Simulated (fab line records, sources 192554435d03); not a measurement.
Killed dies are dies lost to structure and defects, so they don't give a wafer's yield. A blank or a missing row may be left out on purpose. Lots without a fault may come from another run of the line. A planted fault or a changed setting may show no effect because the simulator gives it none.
fab line records | flow n5_finfet
record lots=4 wafers=12 last_day=16
route steps=1938 shown ZERO_LAYER@5 WELL_APT@20 BEOL_M4@1111 PASSIVATION@1936
lots that met no fault: from a run of the same line without faults
start_h: hours from the record's first day to the start of the lot's first wafer shown | wait_h: hours since the lot's step before | " the same as in the row above | L1.1+2: a row that stands for several wafers | - no value, or no start given | * or withheld: withheld | < > ~ a bound
route shown NAME@n: a module of which the file shows steps, and the number in the route of the first | usual: mean/standard deviation of fault-free wafers | same: alike in all rows | chamber/n: place in a boat | sites: the reading at each site | _std_site: their standard deviation | _edge_site: outer sites' mean less inner sites' | radius_mm: how far each site lies from the wafer's centre | mask NAME#n: copy n | behind: the tool/chamber that last shaped the wafer | hold: why the lot was held/for how many hours/how that ended | device: the transistor (n, p or np) that didn't switch | end of line: the same wafers' tests at the end of the route | a step without rows: its recipe alone | killed: dies lost to structure and defects at the first sort, not the wafer's yield | map: a wafer's dies, x killed, . not, _ none there
set.NAME: the setting as run; set.NAME@STEP: as run at that earlier step | model.NAME: the simulator's own value behind a step, which no gauge read
lots at some steps of the route; a table a step, a row a wafer
services: from which hour (start_h, from the record's first day; less than 0 if before it) a tool's chamber was out of use, for how many hours, and why
## steps
# step N5_ZERO_LAYER_HMDS_04
# recipe time_s=60 temp_c=120
# step N5_ZERO_LAYER_COAT_05
# recipe spin_rpm=1500 resist_thk_nm=1000
# step N5_ZERO_LAYER_EBR_07
# recipe solvent=PGMEA ebr_width_mm=1.5
# step N5_ZERO_LAYER_SOFTBAKE_06
# recipe temp_c=100 time_s=90
# step N5_ZERO_LAYER_EXPOSE_08
# recipe mask_id=ZERO na=0.55 source_shape=conventional sigma_outer=0.8 polarization=unpolarized defocus_nm=0 target_cd_nm=2000 dose_mj=16.2
# step N5_ZERO_LAYER_PEB_09
# recipe peb_temp_c=withheld peb_time_s=*
# step N5_ZERO_LAYER_DEVELOP_10
# recipe develop_time_s=60 rinse_liquid=diw dry=air_spin dev_temp_c=21
# step N5_ZERO_LAYER_HARDBAKE_23
# recipe temp_c=130 time_s=120
# step N5_ZERO_LAYER_DESCUM_16
# recipe chemistry=O2 time_s=7.9 source_power_w=50 bias_power_w=20 pressure_mtorr=20 rf_frequency_hz=2.712e+07 temp_c=40 o2_flow_sccm=225
# step N5_ZERO_LAYER_ETCH_17
# recipe chemistry=CF4 target=SiO2 target_depth_a=120 time_s=13.3 ion_energy_ev=350 pressure_mtorr=40 source_w=450 bias_w=215 Ar_flow_sccm=100 cf4_flow_sccm=100
# step N5_ZERO_LAYER_ETCH_18
# recipe chemistry=HBr/Cl2 target=Si target_depth_a=1200 time_s=40 pressure_mtorr=10 icp_w=800 bias_w=75 HBr_flow_sccm=150 Cl2_flow_sccm=80
# step N5_ZERO_LAYER_STRIP_24
# recipe chemistry=O2 power_w=1000 temp_c=250 overash_fraction=0.3 pressure_mtorr=1000 o2_flow_sccm=6750
# usual drypump_motor_current_A=5.7/0.37 heater_power_w=344/12 oes_product_au=0.647/0.0049 strip_time_to_endpoint_s=43.86/0.079
# columns lot.wafer tool chamber start_h wait_h drypump_motor_current_A heater_power_w oes_product_au rf_hours_counter_h strip_time_to_endpoint_s
L312.1 plasma_asher-02 0 37.02 0.1 5.7 353 0.651 82 43.96
L312.2 " 1 " " 6.2 339 0.651 82 43.95
L312.4 " 0 " " 5.7 350 0.650 - 43.86
L323.1 plasma_asher-02 1 103.23 0.1 6.2 330 0.640 92 43.71
L323.2 " 0 " " 5.7 357 0.646 92 43.67
L323.4 " 0 " " 5.7 347 0.648 - 43.92
L324.1 plasma_asher-02 0 109.34 0.4 5.7 355 0.652 93 43.84
L324.2 " 1 " " 6.2 341 0.646 93 43.86
L324.5 " 1 " " 6.2 340 0.651 - 43.80
L327.3 plasma_asher-01 0 126.91 0.1 5.2 329 0.636 - 43.89
L327.5 " 0 " " 5.2 333 0.649 - 43.84
L327.6 " 1 " " 5.9 347 0.645 - 43.97
# step N5_ZERO_LAYER_STRIP_19
# recipe chemistry=SPM time_s=900 temp_c=130 h2so4_h2o2_vol_ratio=4 dry=ipa_marangoni
# step N5_ZERO_LAYER_INSPECT_20
# recipe inspect_instrument=darkfield mode=post_clean
# usual raw_defect_count=36/17
# columns lot.wafer tool chamber start_h wait_h raw_defect_count
L312.1 defect_inspect-02 - 37.39 0.0 86
L312.2 " - " " 14
L312.4 " - " " 31
L323.1 defect_inspect-02 - 103.59 0.0 32
L323.2 " - " " 762
L323.4 " - " " 815
L324.1 defect_inspect-02 - 109.70 0.0 804
L324.2 " - " " 36
L324.5 " - " " 40
L327.3 defect_inspect-01 - 127.25 0.0 55
L327.5 " - " " 49
L327.6 " - " " 95
# step N5_WELL_APT_HMDS_01
# recipe time_s=60 temp_c=120
# step N5_WELL_APT_COAT_02
# recipe spin_rpm=1357 resist_thk_nm=950
# step N5_WELL_APT_EBR_04
# recipe solvent=PGMEA ebr_width_mm=1.5
# step N5_WELL_APT_SOFTBAKE_03
# recipe temp_c=130 time_s=60
# step N5_WELL_APT_EXPOSE_05
# recipe mask_id=NWELL na=0.8 source_shape=conventional sigma_outer=0.8 polarization=unpolarized defocus_nm=0 target_cd_nm=200 dose_mj=20.3
# step N5_WELL_APT_PEB_06
# recipe peb_temp_c=130 peb_time_s=90
# step N5_WELL_APT_DEVELOP_07
# recipe develop_time_s=45 rinse_liquid=surfactant_rinse dry=air_spin dev_temp_c=21
# step N5_WELL_APT_HARDBAKE_12
# recipe temp_c=130 time_s=120
# step N5_WELL_APT_INSPECT_10
# recipe mode=adi inspect_instrument=macro
# usual raw_defect_count=2.0/1.5
# columns lot.wafer tool chamber start_h wait_h raw_defect_count
L312.1 defect_inspect-02 - 37.74 0.0 2
L312.2 " - " " 3
L312.4 " - " " 1
L323.1 defect_inspect-02 - 104.08 0.0 4
L323.2 " - " " >300
L323.4 " - " " >300
L324.1 defect_inspect-01 - 110.06 0.0 >300
L324.2 " - " " 4
L324.5 " - " " 3
L327.3 defect_inspect-02 - 127.61 0.0 2
L327.5 " - " " 4
L327.6 " - " " 1
# step N5_WELL_APT_DESCUM_13
# recipe chemistry=O2 time_s=7.9 source_power_w=50 bias_power_w=20 pressure_mtorr=20 rf_frequency_hz=2.712e+07 temp_c=40 o2_flow_sccm=225
# step N5_WELL_APT_IMPLANT_14
# recipe species=P energy_kev=160 dose_cm2=1.5e+13 tilt_deg=0 rotation_deg=0
# step N5_WELL_APT_IMPLANT_15
# recipe species=As energy_kev=25 dose_cm2=1.5e+13 tilt_deg=0 rotation_deg=0
# step N5_WELL_APT_STRIP_16
# recipe chemistry=SPM time_s=900 temp_c=130 h2so4_h2o2_vol_ratio=4 dry=ipa_marangoni
# step N5_WELL_APT_HMDS_18
# recipe time_s=60 temp_c=120
# step N5_WELL_APT_COAT_19
# recipe spin_rpm=1357 resist_thk_nm=950
# step N5_WELL_APT_EBR_21
# recipe solvent=PGMEA ebr_width_mm=1.5
# step N5_WELL_APT_SOFTBAKE_20
# recipe temp_c=130 time_s=60
# step N5_WELL_APT_EXPOSE_22
# recipe mask_id=PWELL na=0.8 source_shape=conventional sigma_outer=0.8 polarization=unpolarized defocus_nm=0 target_cd_nm=200 dose_mj=23.2
# step N5_WELL_APT_PEB_23
# recipe peb_temp_c=130 peb_time_s=90
# step N5_WELL_APT_DEVELOP_24
# recipe develop_time_s=45 rinse_liquid=surfactant_rinse dry=air_spin dev_temp_c=21
# step N5_WELL_APT_HARDBAKE_29
# recipe temp_c=130 time_s=120
# step N5_WELL_APT_INSPECT_27
# recipe mode=adi inspect_instrument=macro
# usual raw_defect_count=2/1.5
# columns lot.wafer tool chamber start_h wait_h raw_defect_count
L312.1 defect_inspect-01 - 38.89 0.0 1
L312.2 " - " " 2
L312.4 " - " " 1
L323.1 defect_inspect-01 - 105.47 0.0 2
L323.2 " - " " >300
L323.4 " - " " >300
L324.1 defect_inspect-02 - 111.33 0.0 >300
L324.2 " - " " 1
L324.5 " - " " 4
L327.3 defect_inspect-01 - 128.86 0.0 3
L327.5 " - " " 1
L327.6 " - " " 1
# step N5_WELL_APT_DESCUM_30
# recipe chemistry=O2 time_s=7.9 source_power_w=50 bias_power_w=20 pressure_mtorr=20 rf_frequency_hz=2.712e+07 temp_c=40 o2_flow_sccm=225
# step N5_WELL_APT_INSPECT_38
# recipe inspect_instrument=darkfield mode=post_epi
# usual raw_defect_count=14/4.9
# columns lot.wafer tool chamber start_h wait_h raw_defect_count
L312.1 defect_inspect-01 - 40.69 0.5 9
L312.2 " - " " 12
L312.4 " - " " 4
L323.1 defect_inspect-02 - 107.18 0.5 9
L323.2 " - " " 769
L323.4 " - " " 772
L324.1 defect_inspect-01 - 113.00 0.5 796
L324.2 " - " " 18
L324.5 " - " " 23
L327.3 defect_inspect-02 - 130.85 0.3 17
L327.5 " - " " 9
L327.6 " - " " 8
# step N5_BEOL_M4_RC_MEAS_101
# usual DIBL_N=35.8/1.8 DIBL_P=35.9/2.2 IOFF_N=0.16/0.035 IOFF_P=0.21/0.04 ION_N=672/11 ION_P=461/7.4 SS_N=71.4/0.64 SS_P=73.2/0.67 VT_N=250/3.5 VT_P=-251/3.4
# columns lot.wafer tool chamber start_h wait_h DIBL_N[mV/V] DIBL_P[mV/V] IOFF_N[nA/um] IOFF_P[nA/um] ION_N[uA/um] ION_P[uA/um] SS_N[mV/dec] SS_P[mV/dec] VT_N[mV] VT_P[mV]
L312.1 prober-02 0 188.33 0.0 34.7 35.5 0.14 0.21 660 466 71.8 73.4 251 -248
L312.2 " 0 " " 35.2 37.2 0.17 0.23 679 472 71.8 73.9 250 -249
L312.4 " 0 " " 32.8 33.4 0.12 0.17 668 463 70.9 72.6 253 -252
L324.1 prober-02 0 265.49 0.0 36.0 37.0 0.15 0.20 672 468 71.1 73.3 251 -253
L324.2 " 0 " " 35.8 36.7 0.14 0.20 675 468 70.6 74.0 250 -252
L324.5 " 0 " " 35.9 37.0 0.14 0.20 674 468 71.6 72.6 252 -250
L323.1 prober-02 0 277.06 0.0 36.2 35.9 0.17 0.25 686 473 71.5 72.7 247 -246
L323.2 " 0 " " 38.5 39.0 0.22 0.31 691 479 71.3 74.1 244 -243
L323.4 " 0 " " 36.6 37.0 0.18 0.28 687 475 71.2 73.1 246 -245
L327.3 prober-01 0 285.21 0.3 39.3 38.7 0.25 0.29 697 464 72.4 73.8 243 -244
L327.5 " 0 " " 35.6 35.2 0.15 0.20 659 456 71.4 72.9 252 -248
L327.6 " 0 " " 35.6 35.3 0.15 0.21 674 461 71.3 73.5 248 -249
# step N5_PASSIVATION_PROBE_49
# usual defect_limited_yield=91.0/1.5 killed_at_M0_to_M3=34/9.1 killed_at_M4_up=14/5.7 killed_at_contacts=13/5.7 killed_at_front_end=42/12 killed_at_other=4/3.4 killed_dies=106/17 killed_on_rim=14/4.3 killed_open=70/13 killed_short=34/7.5 sort_bin_5_function=5.2/0.94 sort_bin_6_memory=3.4/0.69 sort_n_pass=1074/17 sort_yield_pct=91.0/1.5
# same gross_dies=1180 killed_at_back_side=0 sort_bin_4_leakage[%]=0 sort_bin_8_speed[%]=0
# columns lot.wafer tool chamber start_h wait_h defect_limited_yield[%] killed_at_M0_to_M3 killed_at_M4_up killed_at_contacts killed_at_front_end killed_at_other killed_dies killed_on_rim killed_open killed_short sort_bin_5_function[%] sort_bin_6_memory[%] sort_n_pass sort_yield_pct[%]
L324.1 prober-01 - 358.49 0.0 83.6 38 8 15 126 7 194 29 76 38 10.8 3.4 986 83.6
L324.5 prober-01 - 358.69 0.2 90.2 33 23 20 35 5 116 16 77 39 6.2 3.5 1064 90.2
L323.2 prober-02 - 368.65 0.1 84.7 34 14 15 118 0 181 29 67 40 9.0 4.0 999 84.7
L323.4 prober-02 - 368.75 0.2 82.5 46 21 21 117 1 206 35 91 41 10.1 5.1 974 82.5
# killed by level:class
L324.1 ZERO_LAYER:unspecified=79 STI_FIN_REVEAL:geometric_particle:open=23 MOL_CONTACT_COAG:geometric_particle:open=13 BEOL_M3:geometric_particle:open=9 FIN_SAQP:geometric_particle:short=7 BEOL_M3:geometric_particle:short=7 BEOL_M1:geometric_particle:open=6 BEOL_M0_SAQP:geometric_particle:open=5
L324.5 MOL_CONTACT_COAG:geometric_particle:open=16 FIN_SAQP:geometric_particle:open=9 FIN_SAQP:geometric_particle:short=9 BEOL_M3:geometric_particle:open=9 BEOL_M1:geometric_particle:open=8 BEOL_M4:geometric_particle:open=7 BEOL_M7:geometric_particle:open=6 BEOL_M0_SAQP:geometric_particle:open=5
L323.2 ZERO_LAYER:unspecified=74 FIN_SAQP:geometric_particle:open=17 FIN_SAQP:geometric_particle:short=13 MOL_CONTACT_COAG:geometric_particle:open=9 BEOL_M0_SAQP:geometric_particle:short=7 BEOL_M0_SAQP:geometric_particle:open=7 MOL_CONTACT_COAG:geometric_particle:short=6 GATE_CUT:geometric_particle:short=6
L323.4 ZERO_LAYER:unspecified=71 MOL_CONTACT_COAG:geometric_particle:open=18 BEOL_M2:geometric_particle:open=13 FIN_SAQP:geometric_particle:open=11 BEOL_M0_SAQP:geometric_particle:open=11 BEOL_M4:geometric_particle:open=11 BEOL_M0_SAQP:geometric_particle:short=10 FIN_SAQP:geometric_particle:short=8
# map L323.4 (x killed, . not)
_________________.xxxxxxxxxxx________________
______________.....xxxxxxxxxxxxx_____________
___________x.....x.xxxxxxxxxxxxxx..__________
__________.........xxxxxxxxxxxx....._________
________...x.......x.xxx.xxxxxx...xxx._______
_______x......x....xxxxx.xxx.x....x...x______
______.xx...............xx...x.........._____
_____.......................x............____
____..........x........x.x......x.........___
___.....xx...x...........x.x...............__
___.x.....x...xx..x......................x.__
__.......x..x........x.....x................_
__................x..........x...xx........._
_x.......x................x.xxx............x.
_.x...........................x....x....x..x.
_..x..x.......x.........x..............x.....
_..x........x...x..........x...x.............
_...........................x.......x........
_...xx......x............x........x....x.....
_........x...........x...x...x........xxx....
_...x.......x................................
__....x..x.........................x......x._
__..x.xx........x.......x..x....xx.....x...._
___....x........x.....x................x...__
___............x.........xxx............x..__
____x......x......x........x....x..x......___
_____.........x..x..........x..x...x...x.____
______........x.....xx..............xx.._____
_______.....x...............x........x.______
________.....x...x.......x.....xx...x._______
__________.........x.....x.........._________
___________.................x.x..x.__________
______________x............x...x_____________
_________________..x....x.x..________________
# map L324.1 (x killed, . not)
_________________xxxxxxxxxxxx________________
______________..xxxxxxxxxxxxxxxx_____________
___________......xxxxxxxxxxxx.x.x..__________
__________.......xxxxxxxxxxxxx.xx..._________
________...........xxxxxxxxxxx.x......_______
_______...x........x..x.xxxx...x.....x.______
______........xx...xx.xxx....x.xx.x....._____
_____...x.............x.x..x.x...........____
____.....x.x......x.............x.........___
___.......x..............................x.__
___......x...x........x....................__
__.................x..xx...............x...._
__.x...x...........................x........_
_..........x..x............x.....x.........x.
_.....................xx.x..............x....
_............x......x........................
_....x...........x.......x...............xx.x
_..x..x.xx...................x........x......
_......................x......x...x.x....x...
_...x.........................x......x..x...x
_...............x....x........x...x.xx.......
__...x......x....x.....x......x.x...x......x_
__........................x..xx..x......xx.._
___............................x...........__
___.......x....x............x.x.........x..__
____.xx...........x.......................___
_____...........x......x.x...............____
______....x...x..x.x.x.............x..x._____
_______....x....................x......______
________......x......................._______
__________.....x..x.....x..........._________
___________....x......x.........x..__________
______________....x...x........._____________
_________________..........x.________________
## services
# columns tool chamber start_h hours kind
plasma_asher-02 - 67.08 8.9 repair
plasma_asher-01 - 100.83 17.6 repair
## key
first_sign step=N5_ZERO_LAYER_INSPECT_20 reading=raw_defect_count direction=up sigmas=44 usual=36 struck=794
effect step=N5_WELL_APT_INSPECT_10 reading=raw_defect_count direction=up sigmas=99+ usual=2.0 struck=>300
effect step=N5_WELL_APT_INSPECT_27 reading=raw_defect_count direction=up sigmas=99+ usual=2 struck=>300
effect step=N5_WELL_APT_INSPECT_38 reading=raw_defect_count direction=up sigmas=99+ usual=14 struck=779
effect step=N5_PASSIVATION_PROBE_49 reading=killed_at_front_end direction=up sigmas=6.3 usual=42 struck=120
more_kills_born_at N5_ZERO_LAYER_STRIP_24@plasma_asher-02=224
met_at N5_ZERO_LAYER_STRIP_24
struck_wafers L323.2,L323.4,L324.1
onset_between 37.02 103.23
fault kind=chamber_particle_source tool=plasma_asher-02 chamber=0 onset_h=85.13 steps=N5_ZERO_LAYER_STRIP_24 rate_per_visit_cm2=1.128 end_h=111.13
